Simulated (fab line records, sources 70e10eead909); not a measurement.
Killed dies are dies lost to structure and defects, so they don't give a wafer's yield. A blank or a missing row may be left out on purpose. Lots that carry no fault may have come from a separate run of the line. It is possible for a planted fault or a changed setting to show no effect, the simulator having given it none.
Matching of chambers / flow nandHarc / 4 sister chambers for NHARC_A_CHANNEL_FILL_D2_ETCHBACK_20 on rieDiel-10
The step etches the open film in C4F8/O2/Ar, target depth 27 nm, time 13.5 s. 8 wafers are shown with their chamber, then 7 later ones without.

== EACH WAFER AND ITS CHAMBER ==
wafer=L355.6; chamber=1; rfVppV (V)=983; runLengthS (s)=34.90
wafer=L356.1; chamber=1; rfVppV (V)=984; runLengthS (s)=34.42
wafer=L357.2; chamber=2; rfVppV (V)=987; runLengthS (s)=34.50
wafer=L357.3; chamber=3; rfVppV (V)=981; runLengthS (s)=34.59
wafer=L358.2; chamber=0; rfVppV (V)=984; runLengthS (s)=34.68
wafer=L358.4; chamber=3; rfVppV (V)=981; runLengthS (s)=34.68
wafer=L358.6; chamber=0; rfVppV (V)=984; runLengthS (s)=34.81
wafer=L366.4; chamber=2; rfVppV (V)=985; runLengthS (s)=34.29

== WAFERS WITHOUT THEIR CHAMBER ==
wafer=L366.5; rfVppV (V)=985; runLengthS (s)=34.86
wafer=L370.1; rfVppV (V)=979; runLengthS (s)=34.62
wafer=L370.2; rfVppV (V)=985; runLengthS (s)=34.59
wafer=L370.6; rfVppV (V)=983; runLengthS (s)=35.16
wafer=L373.1; rfVppV (V)=985; runLengthS (s)=34.56
wafer=L373.3; rfVppV (V)=983; runLengthS (s)=35.34
wafer=L373.6; rfVppV (V)=983; runLengthS (s)=34.47

== WHICH CHAMBER EACH ONE RAN IN ==
wafer=L366.5; from the rows above=can't be placed: 0 or 1 or 2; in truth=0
wafer=L370.1; from the rows above=3; in truth=3
wafer=L370.2; from the rows above=can't be placed: 0 or 2 or 1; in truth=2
wafer=L370.6; from the rows above=can't be placed: 0 or 1 or 3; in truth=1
wafer=L373.1; from the rows above=can't be placed: 2 or 0 or 1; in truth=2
wafer=L373.3; from the rows above=can't be placed: 0 or 1 or 3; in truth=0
wafer=L373.6; from the rows above=can't be placed: 1 or 0 or 3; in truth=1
Correctly placed: 1 of 7. Unplaceable from these rows: 6, with the true chamber sitting among the candidates in 6. 0 placed wrongly.
How it was worked out, from the rows above alone: a wafer's distance from a chamber is the root of the sum, over the readings, of the square of ((its reading less the chamber's mean) divided by the reading's scatter). If the next closest chamber is less than 2 further off than the closest, the wafer can't be placed; otherwise it belongs to the closest. Each chamber's mean is taken over the wafers shown for it. The scatter is the square root of a quotient: the sum, over the shown wafers, of each reading's squared deviation from its chamber's mean, divided by wafers minus chambers.
